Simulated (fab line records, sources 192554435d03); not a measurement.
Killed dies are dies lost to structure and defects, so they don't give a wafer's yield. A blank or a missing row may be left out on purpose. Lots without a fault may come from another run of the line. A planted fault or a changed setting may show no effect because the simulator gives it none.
fab line records | flow n5_finfet
record lots=24 wafers=72 last_day=18
route steps=1938 shown BEOL_M3@931
lots that met no fault: from a run of the same line without faults
start_h: hours from the record's first day to the start of the lot's first wafer shown | wait_h: hours since the lot's step before | " the same as in the row above | L1.1+2: a row that stands for several wafers | - no value, or no start given | * or withheld: withheld | < > ~ a bound
route shown NAME@n: a module of which the file shows steps, and the number in the route of the first | usual: mean/standard deviation of fault-free wafers | same: alike in all rows | chamber/n: place in a boat | sites: the reading at each site | _std_site: their standard deviation | _edge_site: outer sites' mean less inner sites' | radius_mm: how far each site lies from the wafer's centre | mask NAME#n: copy n | behind: the tool/chamber that last shaped the wafer | hold: why the lot was held/for how many hours/how that ended | device: the transistor (n, p or np) that didn't switch | end of line: the same wafers' tests at the end of the route | a step without rows: its recipe alone | killed: dies lost to structure and defects at the first sort, not the wafer's yield | map: a wafer's dies, x killed, . not, _ none there
set.NAME: the setting as run; set.NAME@STEP: as run at that earlier step | model.NAME: the simulator's own value behind a step, which no gauge read
steps of the route over a sample of lots; a table a step, a row a wafer
services: from which hour (start_h, from the record's first day; less than 0 if before it) a tool's chamber was out of use, for how many hours, and why
## steps
# step N5_BEOL_M3_ILD_DEP_00
# recipe material=SiOC target_thk_a=790 temp_c=350 precursor=DEMS/O2 pressure_torr=5 rf_w=500 time_s=15.3
# usual heater_power_outer_w=257/31 heater_power_w=468/57 showerhead_plenum_p_Torr=5.690/0.014 throttle_valve_pct=11.9/0.86
# columns lot.wafer tool chamber start_h wait_h heater_power_outer_w heater_power_w showerhead_plenum_p_Torr throttle_valve_pct
L074.2 pecvd-03 0 155.18 0.0 267 444 5.683 12.4
L074.3 " 1 " " 200 424 5.701 12.9
L074.6 " 0 " " 264 433 5.685 12.1
L075.3 pecvd-01 0 157.00 0.0 264 426 5.683 13.6
L075.4 " 1 " " 258 479 5.671 11.4
L075.6 " 2 " " 290 532 5.694 11.9
L076.2 pecvd-03 1 159.29 0.0 181 404 5.690 12.7
L076.4 " 2 " " 264 482 5.707 10.7
L076.6 " 1 " " 190 416 5.709 13.0
L077.2 pecvd-04 2 159.94 0.0 238 448 5.669 11.8
L077.4 " 0 " " 284 585 5.680 11.2
L077.6 " 2 " " 241 453 5.662 12.0
L078.3 pecvd-04 0 164.36 0.0 299 568 5.690 11.3
L078.4 " 0 " " 293 575 5.675 11.5
L078.5 " 1 " " 194 382 5.720 11.6
L079.1 pecvd-01 0 172.53 0.0 286 454 5.667 13.6
L079.3 " 1 " " 267 502 5.681 11.3
L079.5 " 2 " " 237 461 5.691 11.9
L080.3 pecvd-03 0 184.42 0.1 276 446 5.703 12.3
L080.4 " 0 " " 275 448 5.690 12.3
L080.5 " 0 " " 277 447 5.695 12.0
L081.2 pecvd-03 2 198.19 0.0 262 484 5.705 10.4
L081.5 " 2 " " 262 501 5.710 10.5
L081.6 " 0 " " 243 396 5.686 12.0
L083.1 pecvd-01 1 200.01 0.0 259 480 5.677 11.3
L083.3 " 0 " " 249 405 5.673 13.6
L083.6 " 0 " " 249 405 5.666 13.3
L082.2 pecvd-04 1 201.48 0.0 191 369 5.710 11.6
L082.3 " 0 " " 244 499 5.684 11.4
L082.6 " 0 " " 253 526 5.683 11.3
L084.4 pecvd-03 1 207.39 0.1 223 457 5.692 12.9
L084.5 " 2 " " 225 438 5.713 10.9
L084.6 " 0 " " 215 359 5.673 12.2
L086.3 pecvd-01 1 215.68 0.0 255 489 5.678 11.3
L086.4 " 2 " " 294 538 5.707 12.0
L086.5 " 0 " " 290 472 5.663 13.5
L087.3 pecvd-03 2 225.92 0.0 306 531 5.713 10.7
L087.5 " 1 " " 236 473 5.700 12.7
L087.6 " 2 " " 308 539 5.700 10.8
L085.4 pecvd-04 1 227.67 0.1 196 351 5.700 11.8
L085.5 " 1 " " 188 368 5.689 11.7
L085.6 " 0 " " 280 549 5.684 11.3
L088.2 pecvd-01 0 240.81 0.0 240 399 5.668 13.6
L088.3 " 2 " " 246 466 5.693 11.8
L088.6 " 0 " " 246 403 5.665 13.6
L089.1 pecvd-03 2 242.78 0.0 282 512 5.699 10.5
L089.4 " 1 " " 242 488 5.698 12.9
L089.6 " 2 " " 280 516 5.714 10.9
L090.1 pecvd-03 1 245.18 0.0 261 507 5.690 12.8
L090.3 " 2 " " 279 510 5.692 10.8
L090.4 " 1 " " 256 512 5.707 12.6
L091.2 pecvd-03 0 245.49 0.0 245 390 5.689 12.1
L091.3 " 2 " " 297 535 5.706 10.6
L091.6 " 2 " " 298 554 5.702 10.5
L093.1 pecvd-01 2 266.01 0.0 285 531 5.698 11.7
L093.3 " 0 " " 256 416 5.676 13.5
L093.5 " 0 " " 256 422 5.667 13.5
L092.3 pecvd-03 0 266.32 0.0 273 431 5.701 12.2
L092.5 " 1 " " 252 502 5.707 12.7
L092.6 " 0 " " 268 452 5.688 12.2
L094.1 pecvd-01 1 268.08 0.0 256 481 5.667 11.3
L094.2 " 2 " " 291 519 5.688 11.9
L094.4 " 1 " " 261 490 5.676 11.5
L095.2 pecvd-01 1 274.71 0.0 255 505 5.684 11.2
L095.4 " 1 " " 262 481 5.686 11.3
L095.6 " 1 " " 262 498 5.675 11.5
L097.4 pecvd-01 1 277.98 0.1 274 522 5.677 11.2
L097.5 " 2 " " 301 543 5.683 11.6
L097.6 " 1 " " 284 514 5.682 11.3
L096.2 pecvd-03 2 291.54 0.0 239 447 5.699 10.6
L096.3 " 1 " " 208 437 5.708 13.1
L096.5 " 2 " " 240 460 5.711 10.9
# step N5_BEOL_M3_THK_MEAS_01
# recipe reads=SiOC_of_BEOL_M3_ILD_DEP_00
# usual M3_ILD_THK=79.0/0.91
# columns lot.wafer tool chamber start_h wait_h M3_ILD_THK[nm]
L074.2 film_metro-02 - 155.24 0.1 78.8
L074.3 " - " " 78.4
L074.6 " - " " 79.1
L075.3 film_metro-02 - 157.07 0.1 78.2
L075.4 " - " " 79.1
L075.6 " - " " 79.6
L076.2 film_metro-02 - 159.36 0.1 79.0
L076.4 " - " " 80.1
L076.6 " - " " 81.0
L077.2 film_metro-02 - 160.01 0.1 78.3
L077.4 " - " " 80.4
L077.6 " - " " 79.4
L078.3 film_metro-01 - 164.42 0.1 79.3
L078.4 " - " " 80.2
L078.5 " - " " 80.0
L079.1 film_metro-01 - 172.59 0.0 77.3
L079.3 " - " " 78.3
L079.5 " - " " 79.5
L080.3 film_metro-02 - 184.52 0.1 79.5
L080.4 " - " " 79.5
L080.5 " - " " 79.3
L081.2 film_metro-02 - 198.27 0.1 77.8
L081.5 " - " " 79.2
L081.6 " - " " 78.8
L083.1 film_metro-01 - 200.10 0.1 78.2
L083.3 " - " " 79.4
L083.6 " - " " 79.6
L082.2 film_metro-01 - 201.55 0.1 78.3
L082.3 " - " " 77.8
L082.6 " - " " 79.4
L084.4 film_metro-01 - 207.44 0.0 81.1
L084.5 " - " " 80.3
L084.6 " - " " 79.4
L086.3 film_metro-01 - 215.75 0.1 78.6
L086.4 " - " " 79.6
L086.5 " - " " 79.8
L087.3 film_metro-01 - 225.99 0.1 78.8
L087.5 " - " " 78.7
L087.6 " - " " 80.2
L085.4 film_metro-02 - 227.74 0.1 80.3
L085.5 " - " " 80.3
L085.6 " - " " 80.9
L088.2 film_metro-02 - 240.90 0.1 78.1
L088.3 " - " " 80.0
L088.6 " - " " 79.9
L089.1 film_metro-01 - 242.86 0.1 78.5
L089.4 " - " " 79.3
L089.6 " - " " 79.2
L090.1 film_metro-02 - 245.25 0.0 77.4
L090.3 " - " " 79.6
L090.4 " - " " 79.7
L091.2 film_metro-01 - 245.56 0.1 78.1
L091.3 " - " " 79.0
L091.6 " - " " 80.0
L093.1 film_metro-02 - 266.08 0.0 78.0
L093.3 " - " " 78.2
L093.5 " - " " 79.6
L092.3 film_metro-01 - 266.39 0.1 77.4
L092.5 " - " " 78.3
L092.6 " - " " 79.0
L094.1 film_metro-01 - 268.15 0.0 76.8
L094.2 " - " " 78.2
L094.4 " - " " 79.5
L095.2 film_metro-02 - 274.79 0.1 77.0
L095.4 " - " " 78.7
L095.6 " - " " 79.0
L097.4 film_metro-02 - 278.05 0.1 78.0
L097.5 " - " " 78.5
L097.6 " - " " 78.4
L096.2 film_metro-02 - 291.60 0.1 79.3
L096.3 " - " " 79.3
L096.5 " - " " 80.7
# step N5_BEOL_M3_CD_MEAS_18
# recipe pitch_nm=36 target_cd_nm=18
# usual cd_nm=18.0/0.32
# columns lot.wafer tool chamber start_h wait_h cd_nm
L074.2 cd_sem-03 - 156.69 0.1 17.3
L074.3 " - " " 17.5
L074.6 " - " " 17.9
L075.3 cd_sem-02 - 159.47 0.1 18.1
L075.4 " - " " 18.3
L075.6 " - " " 17.4
L076.2 cd_sem-01 - 160.69 0.1 17.7
L076.4 " - " " 18.1
L076.6 " - " " 18.0
L077.2 cd_sem-03 - 167.33 0.1 18.0
L077.4 " - " " 18.2
L077.6 " - " " 18.5
L078.3 cd_sem-01 - 167.90 0.1 18.2
L078.4 " - " " 18.1
L078.5 " - " " 18.3
L079.1 cd_sem-01 - 175.52 0.0 18.8
L079.3 " - " " 18.2
L079.5 " - " " 18.8
L080.3 cd_sem-02 - 186.17 0.1 18.0
L080.4 " - " " 18.1
L080.5 " - " " 18.4
L081.2 cd_sem-01 - 201.85 0.1 17.7
L081.5 " - " " 17.5
L081.6 " - " " 18.1
L083.1 cd_sem-03 - 202.25 0.0 18.0
L083.3 " - " " 17.4
L083.6 " - " " 18.0
L082.2 cd_sem-02 - 203.63 0.1 18.6
L082.3 " - " " 17.7
L082.6 " - " " 18.4
L084.4 cd_sem-01 - 209.59 0.1 18.1
L084.5 " - " " 17.6
L084.6 " - " " 17.7
L086.3 cd_sem-02 - 217.72 0.1 17.5
L086.4 " - " " 18.1
L086.5 " - " " 17.7
L087.3 cd_sem-01 - 227.88 0.1 18.6
L087.5 " - " " 18.4
L087.6 " - " " 17.9
L085.4 cd_sem-01 - 230.08 0.1 17.8
L085.5 " - " " 17.9
L085.6 " - " " 18.4
L088.2 cd_sem-01 - 242.37 0.1 17.8
L088.3 " - " " 17.8
L088.6 " - " " 18.0
L089.1 cd_sem-01 - 245.70 0.0 18.2
L089.4 " - " " 18.1
L089.6 " - " " 17.5
L090.1 cd_sem-01 - 248.62 0.0 18.0
L090.3 " - " " 18.3
L090.4 " - " " 18.7
L091.2 cd_sem-01 - 248.83 0.1 18.1
L091.3 " - " " 17.2
L091.6 " - " " 17.6
L093.1 cd_sem-02 - 269.42 0.0 17.8
L093.3 " - " " 18.2
L093.5 " - " " 17.6
L092.3 cd_sem-01 - 269.48 0.1 18.3
L092.5 " - " " 18.4
L092.6 " - " " 17.6
L094.1 cd_sem-03 - 270.12 0.0 18.4
L094.2 " - " " 18.4
L094.4 " - " " 18.1
L095.2 cd_sem-02 - 276.47 0.1 17.8
L095.4 " - " " 17.9
L095.6 " - " " 17.6
L097.4 cd_sem-01 - 283.24 0.1 17.7
L097.5 " - " " 18.0
L097.6 " - " " 17.9
L096.2 cd_sem-02 - 293.52 0.1 18.0
L096.3 " - " " 18.2
L096.5 " - " " 18.3
# step N5_BEOL_M3_VIA_ETCH_34
# recipe chemistry=C4F6/O2 target_depth_a=694 mask_material=SOC pressure_mtorr=15 ion_energy_ev=250 taper_deg=4 time_s=65.9 source_w=350 bias_w=170 Ar_flow_sccm=300 C4F6_flow_sccm=10 O2_flow_sccm=10
# usual drypump_motor_current_A=5.8/0.41 oes_ar_750_au=0.79/0.088 oes_product_au=0.79/0.093 rf_vpp_V=670/5.5 showerhead_plenum_p_Torr=2.83/0.091 throttle_valve_pct=30.7/0.31
# columns lot.wafer tool chamber start_h wait_h drypump_motor_current_A oes_ar_750_au oes_product_au rf_hours_counter_h rf_vpp_V showerhead_plenum_p_Torr throttle_valve_pct
L074.2 rie_diel-06 3 167.75 0.0 6.4 0.71 0.72 197 674 2.71 30.4
L074.3 " 2 " " 5.5 0.75 0.75 150 665 2.74 31.1
L074.6 " 1 " " 5.9 0.76 0.76 - 670 2.73 30.9
L076.2 rie_diel-04 3 174.03 0.0 5.7 0.85 0.86 59 663 2.99 30.6
L076.4 " 0 " " 5.8 0.89 0.89 - 655 2.80 30.4
L076.6 " 3 " " 5.7 0.84 0.86 - 664 2.99 30.6
L075.3 rie_diel-06 2 174.06 0.0 5.5 0.75 0.75 152 665 2.74 31.1
L075.4 " 0 " " 5.5 0.69 0.70 208 677 2.94 31.4
L075.6 " 2 " " 5.5 0.75 0.74 - 664 2.74 31.1
L077.2 rie_diel-06 2 174.47 0.0 5.5 0.75 0.74 152 664 2.74 31.1
L077.4 " 3 " " 6.4 0.70 0.71 199 672 2.71 30.4
L077.6 " 0 " " 5.5 0.70 0.70 - 676 2.94 31.4
L078.3 rie_diel-03 3 179.76 0.0 6.6 0.80 0.82 88 668 2.75 30.7
L078.4 " 1 " " 5.9 0.73 0.72 198 674 2.83 30.8
L078.5 " 3 " " 6.6 0.80 0.81 - 668 2.75 30.7
L079.1 rie_diel-03 2 184.31 0.0 5.2 0.92 0.95 14 680 2.90 30.8
L079.3 " 0 " " 5.6 0.71 0.70 238 671 2.91 30.4
L079.5 " 0 " " 5.6 0.71 0.71 - 672 2.91 30.4
L080.3 rie_diel-06 1 187.68 0.0 5.9 0.76 0.76 148 671 2.73 30.9
L080.4 " 0 " " 5.5 0.70 0.70 213 676 2.94 31.4
L080.5 " 3 " " 6.4 0.70 0.71 - 673 2.71 30.4
L081.2 rie_diel-06 1 206.59 0.0 5.9 0.75 0.75 153 671 2.73 30.9
L081.5 " 2 " " 5.5 0.74 0.75 - 664 2.74 31.1
L081.6 " 3 " " 6.4 0.70 0.70 - 672 2.71 30.4
L083.1 rie_diel-04 0 211.20 0.0 5.7 0.88 0.87 40 656 2.79 30.4
L083.3 " 1 " " 5.7 0.73 0.73 176 664 2.95 30.9
L083.6 " 0 " " 5.8 0.87 0.87 - 657 2.79 30.4
L084.4 rie_diel-04 3 214.20 0.0 5.7 0.84 0.84 69 662 2.99 30.6
L084.5 " 1 " " 5.7 0.73 0.72 - 663 2.95 30.9
L084.6 " 2 " " 6.0 0.93 0.95 - 668 2.89 30.6
L082.2 rie_diel-06 1 214.24 0.0 5.9 0.75 0.75 155 671 2.72 30.9
L082.3 " 2 " " 5.5 0.74 0.74 164 663 2.74 31.1
L082.6 " 0 " " 5.5 0.70 0.69 - 677 2.94 31.4
L086.3 rie_diel-04 2 226.28 0.0 6.0 0.93 0.93 16 666 2.89 30.6
L086.4 " 1 " " 5.6 0.73 0.72 181 665 2.95 30.9
L086.5 " 1 " " 5.6 0.73 0.73 - 663 2.95 30.9
L087.3 rie_diel-03 0 240.99 0.0 5.5 0.98 0.98 0 670 2.91 30.3
L087.5 " 1 " " 5.9 0.72 0.70 - 671 2.82 30.8
L087.6 " 0 " " 5.5 0.98 0.98 - 670 2.91 30.3
L085.4 rie_diel-06 2 244.17 0.0 5.5 0.73 0.72 174 664 2.73 31.1
L085.5 " 3 " " 6.4 0.69 0.69 - 673 2.70 30.4
L085.6 " 0 " " 5.5 0.69 0.68 - 677 2.93 31.4
L088.2 rie_diel-03 1 249.91 0.0 5.9 0.71 0.70 220 672 2.82 30.8
L088.3 " 3 " " 6.6 0.79 0.78 110 667 2.74 30.7
L088.6 " 0 " " 5.6 0.95 0.96 - 671 2.91 30.3
L089.1 rie_diel-03 0 253.44 0.0 5.6 0.94 0.96 4 671 2.91 30.3
L089.4 " 3 " " 6.6 0.79 0.79 111 668 2.74 30.7
L089.6 " 0 " " 5.6 0.95 0.97 - 671 2.91 30.3
L090.1 rie_diel-03 2 254.64 0.0 5.3 0.88 0.89 36 678 2.89 30.8
L090.3 " 1 " " 5.9 0.71 0.70 222 671 2.82 30.8
L090.4 " 0 " " 5.6 0.94 0.96 4 671 2.91 30.3
L091.2 rie_diel-03 3 255.09 0.0 6.6 0.77 0.78 111 668 2.74 30.7
L091.3 " 2 " " 5.3 0.88 0.90 36 678 2.89 30.8
L091.6 " 1 " " 5.9 0.70 0.70 - 672 2.82 30.8
L092.3 rie_diel-03 2 276.73 0.0 5.2 0.88 0.88 43 677 2.89 30.8
L092.5 " 0 " " 5.6 0.92 0.94 - 671 2.90 30.3
L092.6 " 1 " " 5.9 0.70 0.70 - 673 2.81 30.8
L094.1 rie_diel-03 2 282.65 0.0 5.2 0.87 0.88 45 678 2.89 30.8
L094.2 " 0 " " 5.6 0.92 0.93 14 671 2.90 30.3
L094.4 " 1 " " 5.9 0.70 0.70 230 671 2.81 30.8
L093.1 rie_diel-04 2 287.40 0.0 6.0 0.89 0.90 35 666 2.88 30.7
L093.3 " 3 " " 5.7 0.81 0.82 92 663 2.98 30.6
L093.5 " 3 " " 5.7 0.81 0.82 - 664 2.98 30.6
L097.4 rie_diel-03 0 290.40 0.0 5.5 0.90 0.93 16 670 2.90 30.3
L097.5 " 3 " " 6.6 0.77 0.78 - 667 2.74 30.7
L097.6 " 2 " " 5.2 0.86 0.88 - 677 2.89 30.8
L095.2 rie_diel-06 3 292.84 0.0 6.4 0.68 0.68 235 672 2.70 30.4
L095.4 " 0 " " 5.5 0.68 0.66 242 675 2.93 31.4
L095.6 " 2 " " 5.5 0.73 0.72 - 664 2.73 31.1
L096.2 rie_diel-03 1 298.02 0.0 5.9 0.70 0.69 236 671 2.81 30.8
L096.3 " 2 " " 5.2 0.86 0.87 50 676 2.88 30.8
L096.5 " 2 " " 5.3 0.86 0.86 - 676 2.88 30.8
# step N5_BEOL_M3_STRIP_36
# recipe chemistry=N2/H2 power_w=450 temp_c=40 pressure_mtorr=20 rf_frequency_hz=6e+07 overash_fraction=0.3 bias_power_w=7 h2_frac=0.5 n2_flow_sccm=200 h2_flow_sccm=200
# usual drypump_motor_current_A=5.8/0.41 oes_product_au=0.79/0.093 rf_vpp_V=59.1/1.4 showerhead_plenum_p_Torr=2.53/0.086 throttle_valve_pct=23.6/0.36
# columns lot.wafer tool chamber start_h wait_h drypump_motor_current_A oes_product_au rf_hours_counter_h rf_vpp_V showerhead_plenum_p_Torr throttle_valve_pct
L074.2 rie_diel-06 3 167.81 0.0 6.4 0.72 197 60.6 2.42 23.2
L074.3 " 2 " " 5.4 0.75 150 56.4 2.44 24.1
L074.6 " 1 " " 5.9 0.76 - 58.7 2.44 24.0
L076.2 rie_diel-04 3 174.09 0.0 5.7 0.86 59 58.9 2.69 23.5
L076.4 " 0 " " 5.7 0.89 - 58.4 2.49 23.2
L076.6 " 3 " " 5.7 0.86 - 59.0 2.69 23.5
L075.3 rie_diel-06 2 174.13 0.0 5.5 0.75 152 58.5 2.44 24.1
L075.4 " 0 " " 5.5 0.70 208 59.1 2.62 24.4
L075.6 " 2 " " 5.5 0.76 - 59.0 2.44 24.1
L077.2 rie_diel-06 2 174.53 0.0 5.5 0.75 152 57.9 2.44 24.1
L077.4 " 3 " " 6.4 0.71 199 56.2 2.42 23.2
L077.6 " 0 " " 5.5 0.70 - 60.8 2.62 24.4
L078.3 rie_diel-03 3 179.82 0.0 6.6 0.81 88 58.5 2.45 23.4
L078.4 " 1 " " 5.9 0.72 198 59.0 2.51 23.7
L078.5 " 3 " " 6.6 0.82 - 59.2 2.45 23.4
L079.1 rie_diel-03 2 184.37 0.0 5.3 0.95 14 59.3 2.60 23.7
L079.3 " 0 " " 5.6 0.72 238 59.0 2.61 23.4
L079.5 " 0 " " 5.6 0.70 - 57.9 2.61 23.4
L080.3 rie_diel-06 1 187.74 0.0 5.9 0.74 148 57.7 2.44 24.0
L080.4 " 0 " " 5.5 0.69 213 60.8 2.62 24.4
L080.5 " 3 " " 6.4 0.70 - 59.9 2.42 23.3
L081.2 rie_diel-06 1 206.65 0.0 5.9 0.74 153 57.7 2.44 24.0
L081.5 " 2 " " 5.5 0.74 - 57.5 2.44 24.1
L081.6 " 3 " " 6.4 0.69 - 59.4 2.42 23.2
L083.1 rie_diel-04 0 211.27 0.0 5.8 0.86 40 61.0 2.48 23.1
L083.3 " 1 " " 5.7 0.73 176 61.6 2.64 23.7
L083.6 " 0 " " 5.8 0.88 - 56.0 2.48 23.2
L084.4 rie_diel-04 3 214.27 0.0 5.7 0.83 69 61.0 2.68 23.5
L084.5 " 1 " " 5.6 0.73 - 60.2 2.64 23.7
L084.6 " 2 " " 6.0 0.94 - 58.2 2.60 23.8
L082.2 rie_diel-06 1 214.30 0.0 6.0 0.75 155 60.3 2.44 24.0
L082.3 " 2 " " 5.5 0.74 164 60.1 2.44 24.1
L082.6 " 0 " " 5.5 0.69 - 58.6 2.62 24.4
L086.3 rie_diel-04 2 226.34 0.0 6.1 0.95 16 58.3 2.60 23.8
L086.4 " 1 " " 5.7 0.72 181 59.4 2.64 23.7
L086.5 " 1 " " 5.7 0.72 - 60.3 2.64 23.7
L087.3 rie_diel-03 0 241.05 0.0 5.6 1.00 0 58.9 2.61 23.1
L087.5 " 1 " " 5.9 0.71 - 60.0 2.50 23.7
L087.6 " 0 " " 5.5 0.98 - 60.4 2.61 23.1
L085.4 rie_diel-06 2 244.23 0.0 5.5 0.73 174 62.2 2.43 24.1
L085.5 " 3 " " 6.4 0.68 - 60.4 2.41 23.3
L085.6 " 0 " " 5.5 0.68 - 59.1 2.61 24.4
L088.2 rie_diel-03 1 249.97 0.0 5.9 0.70 220 60.5 2.50 23.7
L088.3 " 3 " " 6.6 0.79 110 58.7 2.44 23.4
L088.6 " 0 " " 5.6 0.97 - 61.1 2.61 23.1
L089.1 rie_diel-03 0 253.50 0.0 5.5 0.96 4 59.7 2.60 23.2
L089.4 " 3 " " 6.6 0.80 111 59.5 2.44 23.4
L089.6 " 0 " " 5.6 0.96 - 59.6 2.60 23.2
L090.1 rie_diel-03 2 254.70 0.0 5.3 0.89 36 60.5 2.59 23.7
L090.3 " 1 " " 5.9 0.70 222 59.9 2.50 23.7
L090.4 " 0 " " 5.6 0.95 5 59.2 2.60 23.1
L091.2 rie_diel-03 3 255.15 0.0 6.6 0.80 111 60.3 2.44 23.5
L091.3 " 2 " " 5.2 0.90 37 58.4 2.59 23.7
L091.6 " 1 " " 5.9 0.70 - 59.1 2.50 23.7
L092.3 rie_diel-03 2 276.80 0.0 5.2 0.87 43 57.8 2.59 23.7
L092.5 " 0 " " 5.5 0.94 - 58.5 2.60 23.2
L092.6 " 1 " " 5.9 0.69 - 57.8 2.50 23.8
L094.1 rie_diel-03 2 282.71 0.0 5.3 0.89 45 59.4 2.59 23.7
L094.2 " 0 " " 5.5 0.92 14 58.4 2.60 23.1
L094.4 " 1 " " 5.9 0.69 230 59.2 2.50 23.7
L093.1 rie_diel-04 2 287.46 0.0 6.1 0.89 35 59.8 2.59 23.8
L093.3 " 3 " " 5.7 0.82 92 61.3 2.67 23.6
L093.5 " 3 " " 5.7 0.82 - 61.2 2.67 23.6
L097.4 rie_diel-03 0 290.46 0.0 5.6 0.92 16 58.8 2.60 23.2
L097.5 " 3 " " 6.6 0.78 - 58.3 2.44 23.5
L097.6 " 2 " " 5.2 0.88 - 58.3 2.59 23.7
L095.2 rie_diel-06 3 292.91 0.0 6.4 0.69 235 57.7 2.41 23.3
L095.4 " 0 " " 5.5 0.68 242 61.0 2.61 24.4
L095.6 " 2 " " 5.5 0.72 - 58.2 2.43 24.1
L096.2 rie_diel-03 1 298.08 0.0 5.9 0.69 236 60.6 2.50 23.7
L096.3 " 2 " " 5.3 0.87 50 61.1 2.59 23.7
L096.5 " 2 " " 5.3 0.87 - 59.6 2.59 23.7
# step N5_BEOL_M3_OCD_MEAS_38
# usual trench_depth_nm=55.5/0.83
# columns lot.wafer tool chamber start_h wait_h trench_depth_nm
L074.2 ocd-02 - 168.01 - 55.6
L074.3 " - " " 54.3
L074.6 " - " " 55.8
L076.2 ocd-02 - 174.28 - 56.3
L076.4 " - " " 56.6
L076.6 " - " " 56.9
L075.3 ocd-01 - 174.32 - 54.1
L075.4 " - " " 54.8
L075.6 " - " " 54.5
L077.2 ocd-01 - 174.72 - 53.8
L077.4 " - " " 55.4
L077.6 " - " " 55.5
L078.3 ocd-01 - 180.02 - 55.4
L078.4 " - " " 54.7
L078.5 " - " " 55.2
L079.1 ocd-02 - 184.56 - 55.8
L079.3 " - " " 54.9
L079.5 " - " " 55.1
L080.3 ocd-02 - 187.94 - 55.4
L080.4 " - " " 55.3
L080.5 " - " " 56.3
L081.2 ocd-02 - 206.85 - 56.1
L081.5 " - " " 54.8
L081.6 " - " " 56.2
L083.1 ocd-01 - 211.46 - 54.7
L083.3 " - " " 55.1
L083.6 " - " " 55.2
L084.4 ocd-01 - 214.46 - 56.1
L084.5 " - " " 55.5
L084.6 " - " " 55.9
L082.2 ocd-01 - 214.50 - 55.3
L082.3 " - " " 54.9
L082.6 " - " " 55.3
L086.3 ocd-02 - 226.53 - 56.9
L086.4 " - " " 55.6
L086.5 " - " " 55.6
L087.3 ocd-01 - 241.25 - 55.7
L087.5 " - " " 54.7
L087.6 " - " " 55.6
L085.4 ocd-01 - 244.42 - 54.3
L085.5 " - " " 54.9
L085.6 " - " " 54.4
L088.2 ocd-01 - 250.17 - 55.2
L088.3 " - " " 55.4
L088.6 " - " " 56.9
L089.1 ocd-01 - 253.70 - 57.5
L089.4 " - " " 56.0
L089.6 " - " " 57.3
L090.1 ocd-02 - 254.90 - 55.7
L090.3 " - " " 54.5
L090.4 " - " " 56.3
L091.2 ocd-01 - 255.35 - 54.3
L091.3 " - " " 54.9
L091.6 " - " " 53.4
L092.3 ocd-01 - 276.99 - 56.5
L092.5 " - " " 56.6
L092.6 " - " " 54.8
L094.1 ocd-01 - 282.90 - 55.1
L094.2 " - " " 56.9
L094.4 " - " " 54.0
L093.1 ocd-01 - 287.66 - 55.8
L093.3 " - " " 56.9
L093.5 " - " " 55.6
L097.4 ocd-01 - 290.66 - 56.7
L097.5 " - " " 54.2
L097.6 " - " " 56.0
L095.2 ocd-01 - 293.10 - 55.3
L095.4 " - " " 54.3
L095.6 " - " " 54.1
L096.2 ocd-01 - 298.28 - 55.2
L096.3 " - " " 56.7
L096.5 " - " " 56.3
## services
# columns tool chamber start_h hours kind
rie_diel-04 1 146.38 8.4 repair
rie_diel-04 2 154.91 - clean
rie_diel-04 2 154.91 - consumable_replace:focus_ring
rie_diel-04 2 154.91 19.6 scheduled_down
rie_diel-04 2 154.91 19.6 vent_cycle
pecvd-03 2 183.78 5.5 scheduled_down
pecvd-01 2 186.98 2.1 scheduled_down
pecvd-01 2 192.19 10.5 repair
rie_diel-04 3 195.40 5.2 repair
pecvd-03 1 197.80 2.1 scheduled_down
pecvd-04 2 202.38 - clean
pecvd-04 2 202.38 - consumable_replace:showerhead
pecvd-04 2 202.38 29.0 scheduled_down
rie_diel-04 - 207.32 0.2 repair
pecvd-03 - 210.90 0.7 repair
rie_diel-03 0 226.00 - clean
rie_diel-03 0 226.00 - consumable_replace:focus_ring
rie_diel-03 0 226.00 14.0 scheduled_down
rie_diel-03 0 226.00 14.0 vent_cycle
pecvd-01 1 237.48 10.0 repair
pecvd-01 0 272.62 5.5 scheduled_down
rie_diel-03 3 274.63 5.6 repair
pecvd-01 - 283.86 6.0 pm
pecvd-03 - 297.75 2.6 repair
## key
fault none
